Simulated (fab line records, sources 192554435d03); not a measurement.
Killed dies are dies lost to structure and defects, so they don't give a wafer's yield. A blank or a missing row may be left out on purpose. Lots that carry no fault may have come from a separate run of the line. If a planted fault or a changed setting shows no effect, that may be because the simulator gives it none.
fab line records    flow n5-finfet
record lots=4  wafers=12  last-day=20
route steps=1938 shown BEOL_M7@1320 BEOL_M8@1332 PASSIVATION@1936
lots untouched by any fault: they come from a run of this same line in which no faults occurred
start-h: start of the lot's first displayed wafer, in hours after the record's first day    wait-h: time in hours since the lot's previous step    " repeats the value in the row above    L1.1+2: one row covering several wafers at once    - no value present, or no start provided    * or withheld: withheld    < > ~ a bound
route shown NAME@n: NAME is a module with steps in the file, n the number in the route of the first one    usual: mean and standard deviation over wafers with no fault    same: alike in all rows    chamber/n: place in a boat    sites: the reading at each site    _std_site: how widely they spread, as a standard deviation    _edge_site: mean of outer sites minus mean of inner sites    radius-mm: how far each site lies from the wafer's centre    mask NAME#n: copy n    behind: the last tool/chamber to shape the wafer    hold: what put the lot on hold/how long, in hours/how the hold closed    device: transistor that didn't switch, given as n, p or np    end of line: the tests these same wafers got at the end of their route    for a step that has no rows: nothing shown but its recipe    killed: at the first sort, the dies lost to defects and structure; wafer yield is something else    map: dies across one wafer; x = killed, . = not, _ = none there
set.NAME: the setting as run; set.NAME@STEP: as run at that earlier step    model.NAME: the simulator's own value behind a step, which no gauge read
lots at some steps of the route; a table a step, a row a wafer
services: when a tool's chamber went out of use (start-h, in hours from the record's first day, below 0 if earlier), for how many hours, and the reason
## steps
# step N5_BEOL_M7_ALD_77
# recipe material=TaN  target-thk-a=20  temp-c=275  ald-precursor-family=PDMAT  ald-co-reactant=NH3  pressure-torr=3  carrier-flow-sccm=1500  pulse-time-s=2  purge-time-s=3  co-reactant-purge-time-s=2  co-reactant-pulse-time-s=3  ald-cycles=40  precursor-vessel-temp-c=75  precursor-vessel-pressure-torr=26.25  precursor-vessel-carrier-sccm=1000
# step N5_BEOL_M7_SURFACE_TREAT_79
# recipe gas=Ar  time-s=*  ion-energy-ev=*  ion-current-ma-cm2=0.5  pressure-mtorr=*  ar-flow-sccm=30
# step N5_BEOL_M7_CVD_78
# recipe material=Co  target-thk-a=20  temp-c=withheld  precursor=CCTBA/H2  pressure-torr=30  time-s=142.3
# step N5_BEOL_M7_SPUTTER_48
# recipe material=Cu  target-thk-a=100  temp-c=-20  bias-v=60  power-w=26000  chamber-pressure-pa=0.13  time-s=1.667
# step N5_BEOL_M7_ECD_50
# recipe material=Cu  target-thk-a=3000
# step N5_BEOL_M7_ANNEAL_51
# recipe temp-c=225  time-s=90  ambient=N2
# step N5_BEOL_M7_CMP_52
# recipe stop-on=SiCOH_lowk  t-overpolish-s=6.9  down-force-psi=1  platen-rpm=50  clearing-platen-down-force-psi=1.5  clearing-platen-rpm=50  post-cmp-clean=cu-alkaline  target-thk-nm=80  clearing-platen-pad-velocity-m-s=0.99484  pad-velocity-m-s=0.99484
# step N5_BEOL_M7_PRE_CLEAN_55
# recipe gas=NH3  time-s=15  temp-c=withheld  rf-power-w=300
# step N5_BEOL_M7_DEP_56
# recipe material=SiCN  target-thk-a=100  temp-c=withheld  precursor=3MS/NH3  pressure-torr=3  rf-w=202  time-s=17.5
# step N5_BEOL_M8_ILD_DEP_00
# recipe material=SiCOH_lowk  target-thk-a=1797.5  temp-c=300  precursor=DEMS/porogen  pressure-torr=5  rf-w=500  time-s=33.4
# usual heater-power-w=349/56  showerhead-plenum-p-Torr=5.730/0.012  susceptor-temp-C=299.99/0.18  throttle-valve-pct=13.8/0.41
lot.wafer  tool      chamber  start-h  wait-h  heater-power-w  showerhead-plenum-p-Torr  susceptor-temp-C  throttle-valve-pct  model.SiCOH_lowk_of_BEOL_M8_ILD_DEP_00.thk-nm
L294.1     pecvd-01  0        239.46   0.0     344             5.756                     300.33            13.4                178
L294.2     "         2        "        "       291             5.703                     300.33            13.2                178.8
L294.6     "         1        "        "       396             5.739                     300.17            14.5                180.8
L308.1     pecvd-01  1        340.33   0.0     381             5.722                     292.76            14.4                183.6
L308.2     "         2        "        "       318             5.718                     292.89            13.2                186
L308.4     "         2        "        "       320             5.726                     292.59            13.0                187
L309.1     pecvd-01  2        345.46   0.0     315             5.708                     292.83            13.2                186.8
L309.3     "         0        "        "       292             5.734                     292.66            12.4                186.6
L309.6     "         2        "        "       319             5.736                     292.82            13.3                190.8
L315.2     pecvd-02  2        406.63   0.0     434             5.736                     300.20            14.0                178.2
L315.3     "         2        "        "       442             5.740                     299.98            13.6                179.6
L315.5     "         0        "        "       309             5.730                     299.77            14.4                181.8
# step N5_BEOL_M8_CURE_74
# recipe temp-c=385  time-s=240  ambient=He/Ar  material=SiCOH_lowk
# step N5_BEOL_M8_THK_MEAS_01
# recipe reads=SiCOH_lowk_of_BEOL_M8_ILD_DEP_00
# usual M8_ILD_THK=154.7/1.8
lot.wafer  tool           chamber  start-h  wait-h  M8_ILD_THK[nm]
L294.1     film-metro-01  -        240.04   0.4     153.5
L294.2     "              -        "        "       154.2
L294.6     "              -        "        "       156.0
L308.1     film-metro-02  -        340.93   0.4     158.4
L308.2     "              -        "        "       160.5
L308.4     "              -        "        "       161.3
L309.1     film-metro-02  -        346.04   0.4     161.1
L309.3     "              -        "        "       160.9
L309.6     "              -        "        "       164.5
L315.2     film-metro-02  -        407.23   0.4     153.8
L315.3     "              -        "        "       154.9
L315.5     "              -        "        "       156.8
# step N5_BEOL_M8_PECVD_70
# recipe material=SiO2  target-thk-a=200  temp-c=400  precursor=TEOS/O2  pressure-torr=5.5  rf-w=450  teos-flow-sccm=53.8  gas=O2  flow-sccm=3000  time-s=22.7
# step N5_BEOL_M8_HM_DEP_02
# recipe material=TiN  target-thk-a=200  temp-c=25  chamber-pressure-pa=0.49996
# step N5_BEOL_M8_COAT_59
# recipe resist=SOC  temp-c=250  time-s=60  spin-rpm=1500  resist-thk-nm=100
# step N5_BEOL_M8_COAT_60
# recipe resist=SiARC  temp-c=220  time-s=60  spin-rpm=1500  resist-thk-nm=35
# step N5_BEOL_M8_COAT_05
# recipe resist=CAR-ArF  spin-rpm=1500  resist-thk-nm=90
# step N5_BEOL_M8_EBR_07
# recipe solvent=PGMEA  ebr-width-mm=1.5
# step N5_BEOL_M8_SOFTBAKE_06
# recipe temp-c=110  time-s=60  resist=CAR-ArF
# step N5_BEOL_M8_EXPOSE_08
# recipe mask-id=M8  na=1.35  source-shape=dipole  sigma-inner=0.817  sigma-outer=0.97  polarization=te  dose-mj=68.25
# step N5_BEOL_M8_PEB_09
# recipe peb-temp-c=withheld  peb-time-s=60  resist=CAR-ArF
# step N5_BEOL_M8_DEVELOP_10
# recipe develop-time-s=30  developer=TMAH  resist=CAR-ArF  rinse-liquid=diw  dry=air-spin  dev-temp-c=23
# step N5_BEOL_M8_DESCUM_16
# recipe chemistry=O2  time-s=7.9  source-power-w=50  bias-power-w=20  pressure-mtorr=20  rf-frequency-hz=2.712e+07  temp-c=40  resist=CAR-ArF  o2-flow-sccm=225
# step N5_BEOL_M8_ETCH_61
# recipe chemistry=CF4  target=SiARC  target-depth-a=455  mask-material=CAR-ArF  time-s=75.8  ion-energy-ev=80  pressure-mtorr=40  source-w=545  bias-w=36  Ar_flow_sccm=100  cf4-flow-sccm=100  ends=cleared
# step N5_BEOL_M8_ETCH_62
# recipe chemistry=N2/H2  target=SOC  target-depth-a=1100  overetch-a=220  mask-material=SiARC  temp-c=40  time-s=165  ion-energy-ev=200  pressure-mtorr=30  source-w=840  bias-w=150  n2-flow-sccm=200  h2-flow-sccm=200
# step N5_BEOL_M8_STRIP_68
# recipe chemistry=N2/H2  temp-c=40  n2-flow-sccm=200  h2-flow-sccm=200  rf-frequency-hz=6e+07
# step N5_BEOL_M8_STRIP_67
# recipe chemistry=CF4  resist=SiARC  power-w=300  bias-power-w=75  pressure-mtorr=50  cf4-flow-sccm=150  rf-frequency-hz=6e+07
# step N5_BEOL_M8_HM_OPEN_17
# recipe chemistry=Cl2/BCl3  target-depth-a=200  overetch-a=60  target=TiN  mask-material=SOC  ion-energy-ev=150  pressure-mtorr=10  icp-w=1000  bias-w=126  Cl2_flow_sccm=53.25  bcl3-flow-sccm=21.75  Ar_flow_sccm=25
# step N5_BEOL_M8_STRIP_19
# recipe chemistry=O2  power-w=400  temp-c=40  pressure-mtorr=30  rf-frequency-hz=6e+07  bias-power-w=0  overash-fraction=0.2  o2-flow-sccm=225
# step N5_BEOL_M8_COAT_63
# recipe resist=SOC  temp-c=250  time-s=60  spin-rpm=1500  resist-thk-nm=60
# step N5_BEOL_M8_COAT_64
# recipe resist=SiARC  temp-c=220  time-s=60  spin-rpm=1500  resist-thk-nm=12
# step N5_BEOL_M8_COAT_71
# recipe resist=underlayer  temp-c=205  time-s=60  spin-rpm=1500  resist-thk-nm=5
# step N5_BEOL_M8_COAT_22
# recipe resist=CAR-EUV  spin-rpm=1500  resist-thk-nm=30
# step N5_BEOL_M8_EBR_24
# recipe solvent=PGMEA  ebr-width-mm=1.5
# step N5_BEOL_M8_SOFTBAKE_23
# recipe temp-c=110  time-s=60  resist=CAR-EUV
# step N5_BEOL_M8_CMP_52
# recipe stop-on=SiCOH_lowk  t-overpolish-s=6.9  down-force-psi=1  platen-rpm=50  clearing-platen-down-force-psi=1.5  clearing-platen-rpm=50  post-cmp-clean=cu-alkaline  target-thk-nm=80  clearing-platen-pad-velocity-m-s=0.99484  pad-velocity-m-s=0.99484
# usual barrier-field-endpoint-s=28.8/0.7  motor-current-A=6.3/0.78  overpolish-run-s=6.900/0.009  time-to-endpoint-s=61.6/3
lot.wafer  tool    chamber  start-h  wait-h  barrier-field-endpoint-s  motor-current-A  overpolish-run-s  time-to-endpoint-s  model.SiCOH_lowk_of_BEOL_M8_ILD_DEP_00.thk-nm
L294.2     cmp-02  1        245.35   0.2     30.1                      5.1              6.908             67.2                151.2
L294.1     "       3        "        "       28.2                      5.1              6.898             64.9                150.4
L294.6     "       1        "        "       30.0                      5.2              6.895             70.7                153
L308.4     cmp-02  0        347.33   0.1     29.7                      7.4              6.915             66.2                158.2
L308.1     "       1        "        "       27.8                      4.8              6.906             61.9                155.4
L308.2     "       2        "        "       27.9                      7.4              6.898             59.0                157.6
L309.3     cmp-04  0        352.31   0.3     29.6                      6.7              6.912             61.2                158
L309.1     "       3        "        "       28.5                      5.9              6.891             58.3                158.2
L309.6     "       1        "        "       29.1                      6.3              6.898             58.6                161.6
L315.3     cmp-02  3        414.67   0.2     28.9                      5.7              6.891             62.7                151.8
L315.2     "       0        "        "       29.1                      7.5              6.893             63.9                150.8
L315.5     "       2        "        "       29.2                      7.2              6.895             60.1                153.8
# step N5_PASSIVATION_PROBE_49
# usual defect-limited-yield=90.8/1.7  killed_at_M0_to_M3=37/12  killed_at_M4_up=15/5.6  killed-at-contacts=13/6.9  killed-at-front-end=40/11  killed-at-other=4/3.2  killed-dies=109/20  killed-open=73/15  killed-short=35/8.3  sort_bin_5_function=5.4/1.1  sort_bin_6_memory=3.5/0.73  sort-n-pass=1071/20  sort-yield-pct=90.8/1.7
# same gross-dies=1180  killed-at-back-side=0  sort_bin_4_leakage[%]=0  sort_bin_8_speed[%]=0
lot.wafer  tool       chamber  start-h  wait-h  defect-limited-yield[%]  killed_at_M0_to_M3  killed_at_M4_up  killed-at-contacts  killed-at-front-end  killed-at-other  killed-dies  killed-open  killed-short  sort_bin_5_function[%]  sort_bin_6_memory[%]  sort-n-pass  sort-yield-pct[%]
L294.1     prober-01  -        307.34   0.0     91.0                     26                  19               14                  45                   2                106          71           35            4.7                     4.1                   1074         91.0
L294.2     prober-01  -        307.39   0.1     89.2                     28                  19               21                  55                   4                127          92           32            6.7                     3.8                   1053         89.2
L294.6     prober-01  -        307.59   0.3     89.3                     42                  13               12                  59                   0                126          92           33            6.6                     3.6                   1054         89.3
L308.1     prober-01  -        411.84   0.0     91.2                     39                  14               9                   37                   5                104          62           42            4.2                     4.1                   1076         91.2
L308.2     prober-01  -        411.89   0.1     92.0                     34                  11               4                   43                   2                94           52           42            4.4                     3.1                   1086         92.0
L308.4     prober-01  -        411.99   0.2     93.1                     30                  9                4                   37                   2                82           53           29            3.7                     2.9                   1098         93.1
L309.1     prober-02  -        424.87   0.0     91.7                     21                  13               7                   55                   2                98           68           29            5.5                     2.5                   1082         91.7
L309.3     prober-02  -        424.97   0.1     90.8                     32                  26               11                  34                   5                108          69           35            6.3                     2.5                   1072         90.8
L309.6     prober-02  -        425.12   0.3     91.9                     32                  13               4                   45                   1                95           59           34            4.6                     2.8                   1085         91.9
L315.2     prober-02  -        482.37   0.1     89.7                     50                  12               16                  42                   2                122          84           38            5.7                     4.6                   1058         89.7
L315.3     prober-02  -        482.42   0.1     91.7                     45                  14               19                  19                   1                98           70           28            5.6                     2.5                   1082         91.7
L315.5     prober-02  -        482.52   0.2     90.3                     61                  10               7                   37                   0                115          72           43            5.9                     3.7                   1065         90.3
# killed by level:class
L294.1 FIN_SAQP:geometric-particle:open=14 MOL_CONTACT_COAG:geometric-particle:open=11 DUMMY_GATE:geometric-particle:open=9 BEOL_M2:geometric-particle:open=7 BEOL_M4:geometric-particle:open=7 FIN_SAQP:geometric-particle:short=6 BEOL_M0_SAQP:geometric-particle:short=6 STI_FIN_REVEAL:geometric-particle:short=4
L294.2 MOL_CONTACT_COAG:geometric-particle:open=15 STI_FIN_REVEAL:geometric-particle:open=14 FIN_SAQP:geometric-particle:open=12 DUMMY_GATE:geometric-particle:open=8 BEOL_M0_SAQP:geometric-particle:open=8 MOL_CONTACT_COAG:geometric-particle:short=6 BEOL_M2:geometric-particle:open=6 BEOL_M4:geometric-particle:open=6
L294.6 FIN_SAQP:geometric-particle:open=13 BEOL_M0_SAQP:geometric-particle:short=13 BEOL_M0_SAQP:geometric-particle:open=11 MOL_CONTACT_COAG:geometric-particle:open=10 DUMMY_GATE:geometric-particle:open=9 FIN_SAQP:geometric-particle:short=8 STI_FIN_REVEAL:geometric-particle:open=8 ILD0:geometric-particle:open=6
L308.1 FIN_SAQP:geometric-particle:short=12 BEOL_M1:geometric-particle:short=8 FIN_SAQP:geometric-particle:open=7 MOL_CONTACT_COAG:geometric-particle:open=7 BEOL_M1:geometric-particle:open=7 BEOL_M3:geometric-particle:open=7 STI_FIN_REVEAL:geometric-particle:open=6 BEOL_M2:geometric-particle:short=6
L308.2 FIN_SAQP:geometric-particle:short=13 FIN_SAQP:geometric-particle:open=9 BEOL_M2:geometric-particle:open=9 STI_FIN_REVEAL:geometric-particle:open=6 BEOL_M0_SAQP:geometric-particle:open=5 BEOL_M2:geometric-particle:short=5 BEOL_M0:geometric-particle:short=4 BEOL_M1:geometric-particle:open=4
L308.4 FIN_SAQP:geometric-particle:short=8 GATE_CUT:geometric-particle:short=7 BEOL_M1:geometric-particle:open=7 BEOL_M0_SAQP:geometric-particle:open=6 FIN_SAQP:geometric-particle:open=5 BEOL_M3:geometric-particle:open=5 DUMMY_GATE:geometric-particle:open=4 BEOL_M2:geometric-particle:open=4
L309.1 STI_FIN_REVEAL:geometric-particle:open=24 MOL_CONTACT_COAG:geometric-particle:open=7 BEOL_M4:geometric-particle:open=7 GATE_CUT:geometric-particle:open=6 FIN_SAQP:geometric-particle:short=5 STI_FIN_REVEAL:geometric-particle:short=4 BEOL_M1:geometric-particle:short=4 BEOL_M0_SAQP:geometric-particle:short=4
L309.3 BEOL_M4:geometric-particle:open=13 MOL_CONTACT_COAG:geometric-particle:open=10 BEOL_M0_SAQP:geometric-particle:open=8 BEOL_M3:geometric-particle:open=7 BEOL_M4:geometric-particle:short=7 BEOL_M0_SAQP:geometric-particle:short=6 BEOL_M2:geometric-particle:open=6 FIN_SAQP:geometric-particle:short=5
L309.6 STI_FIN_REVEAL:geometric-particle:open=15 BEOL_M0_SAQP:geometric-particle:short=8 BEOL_M0_SAQP:geometric-particle:open=8 BEOL_M1:geometric-particle:open=7 BEOL_M2:geometric-particle:open=6 FIN_SAQP:geometric-particle:open=5 BEOL_M4:geometric-particle:short=4 BEOL_M4:geometric-particle:open=4
L315.2 MOL_CONTACT_COAG:geometric-particle:open=13 BEOL_M0_SAQP:geometric-particle:open=13 BEOL_M2:geometric-particle:open=12 FIN_SAQP:geometric-particle:open=11 BEOL_M4:geometric-particle:open=7 FIN_SAQP:geometric-particle:short=6 BEOL_M0_SAQP:geometric-particle:short=6 GATE_CUT:geometric-particle:short=5
L315.3 MOL_CONTACT_COAG:geometric-particle:open=15 BEOL_M2:geometric-particle:open=15 BEOL_M0_SAQP:geometric-particle:open=7 BEOL_M0_SAQP:geometric-particle:short=5 BEOL_M0:geometric-particle:open=5 BEOL_M3:geometric-particle:open=5 ILD0:geometric-particle:open=4 MOL_CONTACT_COAG:geometric-particle:short=4
L315.5 BEOL_M0_SAQP:geometric-particle:short=20 BEOL_M0_SAQP:geometric-particle:open=14 STI_FIN_REVEAL:geometric-particle:open=9 BEOL_M1:geometric-particle:open=8 BEOL_M2:geometric-particle:open=8 FIN_SAQP:geometric-particle:open=7 MOL_CONTACT_COAG:geometric-particle:open=6 DUMMY_GATE:geometric-particle:open=5
## services
tool      chamber  start-h  hours  kind
pecvd-02  -        239.28   0.8    repair
pecvd-01  -        242.61   1.4    repair
cmp-04    -        247.41   4.0    pm
cmp-04    -        251.41   -      consumable-replace:conditioner
cmp-04    -        251.41   -      consumable-replace:pad
pecvd-01  1        252.95   6.0    repair
pecvd-02  2        258.27   5.5    scheduled-down
pecvd-01  0        309.09   -      clean
pecvd-01  0        309.09   29.5   scheduled-down
pecvd-01  0        309.09   29.5   vent-cycle
cmp-02    -        319.57   0.9    repair
pecvd-02  2        321.90   2.1    scheduled-down
cmp-04    -        331.17   1.9    repair
pecvd-01  0        338.59   5.5    scheduled-down
cmp-02    -        343.07   2.4    repair
cmp-02    -        349.95   2.2    repair
pecvd-01  2        361.61   2.1    scheduled-down
pecvd-02  -        364.95   0.5    repair
pecvd-02  2        373.92   5.9    repair
cmp-02    -        375.92   0.5    repair
pecvd-01  -        377.70   0.5    repair
pecvd-02  1        383.66   -      clean
cmp-04    -        396.63   9.5    pm
pecvd-01  0        410.85   2.1    scheduled-down
## key
first-sign step=N5_BEOL_M8_ILD_DEP_00  reading=susceptor-temp-C  direction=down  sigmas=39  usual=*  struck=*
effect step=N5_BEOL_M8_THK_MEAS_01  reading=M8_ILD_THK  direction=up  sigmas=3.7  usual=154.7  struck=161.1
model-effect step=N5_BEOL_M8_ILD_DEP_00  value=SiCOH_lowk_of_BEOL_M8_ILD_DEP_00.thk-nm  without=179.2  struck=186.8
model-effect step=N5_BEOL_M8_CMP_52  value=SiCOH_lowk_of_BEOL_M8_ILD_DEP_00.thk-nm  without=151.5  struck=158.2
met-at N5_BEOL_M8_ILD_DEP_00
struck-wafers L308.1,L308.2,L308.4,L309.1,L309.3,L309.6
onset-between 239.46 340.33
fault kind=process-parameter-drift  tool=pecvd-01  chamber=-  onset-h=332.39  steps=N5_BEOL_M8_ILD_DEP_00  channel=temp-c  offset=*  shape=step  end-h=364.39  acts-in=*  stated=*
